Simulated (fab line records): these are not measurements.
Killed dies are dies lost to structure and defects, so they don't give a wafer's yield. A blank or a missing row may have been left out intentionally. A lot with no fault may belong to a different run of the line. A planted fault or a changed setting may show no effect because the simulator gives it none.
Which tool did it?    flow nand harc    13 lots with 39 wafers sampled at 6 steps, on a route of 1159 steps

WHAT THE GAUGES READ, wafer by wafer
NHARC_A_START_INSPECT_01. Usual: raw defect count at 3.6, with a standard deviation of 2.
lot   measured      on                 raw defect count  flag
L840  day 6 06:41   defect inspect-01  2 5 6             
L842  day 7 07:50   defect inspect-01  1 5 4             
L844  day 7 10:46   defect inspect-01  1 5 1             
L849  day 8 23:07   defect inspect-01  2 2 5             
L852  day 9 16:59   defect inspect-01  3 4 5             
L854  day 10 07:53  defect inspect-02  4 4 3             
L855  day 10 08:29  defect inspect-02  2 4 4             
L856  day 10 13:11  defect inspect-01  2 8 3             
L857  day 10 15:43  defect inspect-01  3 1 3             
L859  day 11 00:48  defect inspect-01  4 2 2             
L860  day 11 06:57  defect inspect-02  3 3 4             
L862  day 11 18:20  defect inspect-01  4 6 4             
L863  day 12 20:48  defect inspect-01  3 6 4             

NHARC_A_ONON_D1_THK_MEAS_24: measures by ellipsometry. Usual: thk nm at 999 nm, with a standard deviation of 11.
lot   measured      on             thk nm (nm)     flag
L840  day 7 20:17   film metro-02  988 989 987     
L842  day 8 21:17   film metro-02  1005 1004 1003  
L844  day 8 21:38   film metro-01  1019 1018 1017  
L849  day 10 09:39  film metro-02  702 700 701     OFF
L852  day 11 03:08  film metro-02  669 666 668     OFF
L854  day 11 16:38  film metro-01  991 989 990     
L855  day 11 16:29  film metro-01  989 989 990     
L856  day 12 01:01  film metro-01  991 993 991     
L857  day 12 01:00  film metro-02  992 994 994     
L859  day 12 11:48  film metro-02  1000 1000 1001  
L860  day 12 18:03  film metro-02  999 998 998     
L862  day 13 05:01  film metro-02  1021 1018 1020  
L863  day 14 07:41  film metro-01  996 996 996     

NHARC_A_CHANNEL_HOLE_D1_OVL_MEAS_11. Usual: overlay x nm -0.2 nm, standard deviation 0.83; overlay y nm -0.1 nm, standard deviation 1.1.
lot   measured      on          overlay x nm (nm)  overlay y nm (nm)  flag
L840  day 8 00:46   overlay-01  0.9 -0.1 -0.1      2.8 2.6 3.0        
L842  day 9 01:38   overlay-01  -0.7 -0.7 -0.6     -0.1 0.4 -0.1      
L844  day 9 03:50   overlay-01  0.6 -0.3 -0.3      -1.2 -0.3 -0.9     
L854  day 11 23:15  overlay-01  -0.7 -1.2 -1.3     0.8 0.4 0.8        
L855  day 11 22:24  overlay-02  0.3 0.3 -0.1       -1.4 -1.3 -2.3     
L856  day 12 06:30  overlay-02  0.2 0.1 -0.4       1.1 0.5 1.0        
L857  day 12 05:30  overlay-01  -1.0 -1.2 -0.7     -1.1 -1.3 -2.1     
L859  day 12 16:25  overlay-02  0.4 -0.1 0.4       -1.9 -1.9 -1.9     
L860  day 13 00:15  overlay-01  1.4 1.2 1.6        -1.1 -1.1 -0.9     
L862  day 13 15:21  overlay-02  0.3 0.9 0.1        1.1 0.6 1.2        
L863  day 14 12:09  overlay-01  -1.7 -1.1 -1.7     0.7 0.5 0.4        

NHARC_END_SORT_01. Usual: killed at array 29, standard deviation 9.4; killed at other 0.7, standard deviation 1.3; killed at periphery 2.9, standard deviation 2.1; killed dies 32, standard deviation 9; killed open 3.3, standard deviation 1.8; killed short 1.9, standard deviation 1.4.
lot   measured      on         killed at array  killed at other  killed at periphery  killed dies  killed open  killed short  flag
L849  day 22 07:00  prober-01  675 671 675      0 0 0            2 6 2                677 677 677  2 2 4        3 1 1         OFF
L852  day 22 08:38  prober-02  673 674 673      0 0 0            4 3 4                677 677 677  5 3 4        5 3 0         OFF

EACH LOT AND THE TOOL THAT RAN IT (in order: tool; ch and the chambers of the sampled wafers; start)
lot   NHARC_P_BONDPAD_ETCH_12                        NHARC_A_ONON_D1_DEP_22
L840  rie diel-11 ch 1,2, day 6 06:41 or earlier     pecvd onon-02 ch 0, day 7 19:46
L842  rie diel-11 ch 0,2,3, day 7 07:50 or earlier   pecvd onon-01 ch 0, day 8 20:53
L844  rie diel-11 ch 0,1,3, day 7 10:46 or earlier   pecvd onon-01 ch 0, day 8 21:08
L849  rie diel-11 ch 0,1, day 8 23:07 or earlier     pecvd onon-01 ch 0, day 10 09:08
L852  rie diel-11 ch 0,1, day 9 16:59 or earlier     pecvd onon-01 ch 0, day 11 02:41
L854  rie diel-08 ch 0,2,3, day 10 07:53 or earlier  pecvd onon-04 ch 0, day 11 16:14
L855  rie diel-13 ch 0,3, day 10 08:29 or earlier    pecvd onon-02 ch 0, day 11 15:59
L856  rie diel-13 ch 1,2,3, day 10 13:11 or earlier  pecvd onon-04 ch 0, day 12 00:31
L857  rie diel-11 ch 1,2,3, day 10 15:43 or earlier  pecvd onon-02 ch 0, day 12 00:36
L859  rie diel-11 ch 0,1,3, day 11 00:48 or earlier  pecvd onon-04 ch 0, day 12 11:20
L860  rie diel-11 ch 0,2,3, day 11 06:57 or earlier  pecvd onon-04 ch 0, day 12 17:32
L862  rie diel-11 ch 0,1, day 11 18:20 or earlier    pecvd onon-04 ch 0, day 13 04:30
L863  rie diel-11 ch 0,2,3, day 12 20:48 or earlier  pecvd onon-01 ch 0, day 14 07:10
- NHARC_P_BONDPAD_ETCH_12: etches the open film in CHF3/O2, target depth 200 nm, time 100 s.
- NHARC_A_ONON_D1_DEP_22: target thk 1000 nm.

AS READ BY THE TOOLS THEMSELVES (means over the sampled wafers that have a number; for cases with no such wafer, the mark the record gives instead)
NHARC_P_BONDPAD_ETCH_12. Usual: drypump motor current A 5.7 A, standard deviation 0.52; o2 flow sccm 9.997 sccm, standard deviation 0.03; oes product au 0.940 a.u., standard deviation 0.023; rf vpp V 371 V, standard deviation 3.1; showerhead plenum p Torr 2.41 Torr, standard deviation 0.14; throttle valve pct 20.572 %, standard deviation 0.0091.
lot   tool         drypump motor current A (A)  o2 flow sccm (sccm)  oes product au (a.u.)  rf vpp V (V)  showerhead plenum p Torr (Torr)  throttle valve pct (%)  flag
L840  rie diel-11  5.5                          9.987                0.957                  371           2.46                             20.567                  
L842  rie diel-11  5.5                          9.994                0.918                  372           2.47                             20.579                  
L844  rie diel-11  5.7                          10.010               0.930                  370           2.37                             20.573                  
L849  rie diel-11  6.1                          10.002               0.921                  367           2.27                             20.574                  
L852  rie diel-11  6.1                          9.984                0.964                  368           2.25                             20.571                  
L854  rie diel-08  6.1                          10.015               0.973                  370           2.37                             20.574                  
L855  rie diel-13  5.6                          9.987                0.928                  370           2.41                             20.573                  
L856  rie diel-13  5.8                          10.018               0.933                  370           2.43                             20.574                  
L857  rie diel-11  5.4                          9.986                0.919                  372           2.45                             20.582                  
L859  rie diel-11  5.7                          10.000               0.919                  369           2.36                             20.560                  
L860  rie diel-11  5.5                          10.012               0.927                  373           2.47                             20.576                  
L862  rie diel-11  6.1                          9.979                0.922                  367           2.25                             20.569                  
L863  rie diel-11  5.5                          10.007               0.918                  372           2.47                             20.568                  

THE ANSWER, worked out from the rows above alone
Rule: a lot counts as off when the mean over its wafers that have a number is more than 3 standard deviations away from the usual mean. Also off: a lot with no number at a reading for which 4 or more lots have one. Any other lot the step has rows for is counted as sound. First the gauges in route order, then the tools' own readings, where a lot's mean is used as printed above. At the first step where some lot is off, the reading lying furthest off is the one used; lots without a number count as furthest.
Off at NHARC_A_ONON_D1_THK_MEAS_24 (thk nm): L849, L852.
If a tool, at a process step before that reading, ran all the lots that are off and no sound lot after the first of them, it fits. The gauges at NHARC_A_ONON_D1_THK_MEAS_24 aren't tried: what is off there is off at NHARC_END_SORT_01 too, on other tools, and a gauge's error can't cause that. Because NHARC_P_BONDPAD_ETCH_12 lacks a start for some lots, the hours and order of its lots are taken from NHARC_A_START_INSPECT_01. Of those tried, none fits.

WHAT THE SIMULATOR HAD PUT IN
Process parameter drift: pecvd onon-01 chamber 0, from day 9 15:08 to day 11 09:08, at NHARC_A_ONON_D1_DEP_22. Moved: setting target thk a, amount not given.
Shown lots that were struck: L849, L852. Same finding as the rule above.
